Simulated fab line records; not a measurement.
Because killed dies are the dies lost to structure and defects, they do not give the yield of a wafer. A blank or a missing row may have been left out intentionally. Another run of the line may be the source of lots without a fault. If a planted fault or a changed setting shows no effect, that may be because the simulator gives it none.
Matching of chambers | flow n5 finfet | N5_STI_FIN_REVEAL_ETCH_34 on rie si-01: 4 sister chambers
The step etches Si in H2, material Si, target depth 0.97 nm. 27 wafers are shown with their chamber, then 12 later ones without.

EACH WAFER AND ITS CHAMBER
wafer  | chamber | drypump motor current A (A) | throttle valve pct (%) | oes product au (a.u.)
L079.2 | 1       | 5.7                         | 25.61                  | 1.033
L079.3 | 0       | 5.2                         | 25.26                  | 0.994
L079.4 | 3       | 5.0                         | 25.66                  | 1.016
L080.1 | 3       | 5.0                         | 25.65                  | 1.009
L080.2 | 1       | 5.8                         | 25.59                  | 1.029
L080.3 | 0       | 5.2                         | 25.25                  | 0.992
L080.4 | 2       | 6.6                         | 25.83                  | 1.020
L080.5 | 2       | 6.6                         | 25.82                  | 1.009
L080.6 | 3       | 5.0                         | 25.63                  | 1.011
L083.2 | 1       | 5.8                         | 25.61                  | 1.018
L083.5 | 2       | 6.5                         | 25.81                  | 1.033
L083.6 | 1       | 5.8                         | 25.62                  | 1.034
L084.1 | 1       | 5.8                         | 25.61                  | 1.025
L084.4 | 2       | 6.5                         | 25.81                  | 1.029
L084.5 | 0       | 5.2                         | 25.25                  | 0.987
L085.1 | 3       | 5.0                         | 25.63                  | 1.012
L085.2 | 1       | 5.8                         | 25.59                  | 1.033
L085.3 | 0       | 5.2                         | 25.26                  | 1.001
L085.4 | 2       | 6.6                         | 25.80                  | 1.027
L085.5 | 1       | 5.8                         | 25.60                  | 1.037
L085.6 | 2       | 6.5                         | 25.82                  | 1.022
L086.1 | 3       | 5.0                         | 25.65                  | 1.002
L086.4 | 1       | 5.8                         | 25.60                  | 1.016
L086.5 | 3       | 5.0                         | 25.66                  | 1.000
L088.1 | 2       | 6.5                         | 25.80                  | 1.031
L088.2 | 1       | 5.8                         | 25.60                  | 1.027
L088.6 | 0       | 5.2                         | 25.26                  | 0.987

SIGNATURES (means of the wafers above)
reading                 | chamber 0 | chamber 1 | chamber 2 | chamber 3 | scatter within a chamber
drypump motor current A | 5.200     | 5.789     | 6.543     | 5.000     | 0.0336
throttle valve pct      | 25.2560   | 25.6033   | 25.8129   | 25.6467   | 0.0106
oes product au          | 0.99220   | 1.02800   | 1.02443   | 1.00833   | 0.00708
Rule: a wafer's distance from a chamber is the root of the sum, over the readings, of the square of ((its reading less the chamber's mean) divided by the reading's scatter). If the next closest chamber is less than 2 further off than the closest, the wafer can't be placed; otherwise it belongs to the closest. The scatter: take each reading less its chamber's mean, square it, sum over the shown wafers, divide by the number of wafers less the number of chambers, and take the root.

WAFERS WITH NO CHAMBER GIVEN
wafer  | drypump motor current A (A) | throttle valve pct (%) | oes product au (a.u.)
L090.1 | 5.0                         | 25.65                  | 1.000
L090.2 | 5.8                         | 25.60                  | 1.019
L090.3 | 5.2                         | 25.26                  | 0.986
L095.2 | 6.5                         | 25.79                  | 1.032
L095.3 | 5.8                         | 25.59                  | 1.032
L095.6 | 5.0                         | 25.64                  | 1.011
L096.1 | 6.5                         | 25.81                  | 1.044
L096.2 | 5.0                         | 25.65                  | 1.005
L096.5 | 5.7                         | 25.59                  | 1.033
L097.1 | 5.2                         | 25.27                  | 0.991
L097.4 | 6.6                         | 25.82                  | 1.034
L097.6 | 6.5                         | 25.80                  | 1.036

WHICH CHAMBER EACH WENT THROUGH
wafer  | from the rows above | in truth
L090.1 | 3                   | 3
L090.2 | 1                   | 1
L090.3 | 0                   | 0
L095.2 | 2                   | 2
L095.3 | 1                   | 1
L095.6 | 3                   | 3
L096.1 | 2                   | 2
L096.2 | 3                   | 3
L096.5 | 1                   | 1
L097.1 | 0                   | 0
L097.4 | 2                   | 2
L097.6 | 2                   | 2
Placed correctly: 12 of 12. Number that these rows cannot place: 0. Wrongly placed: 0.
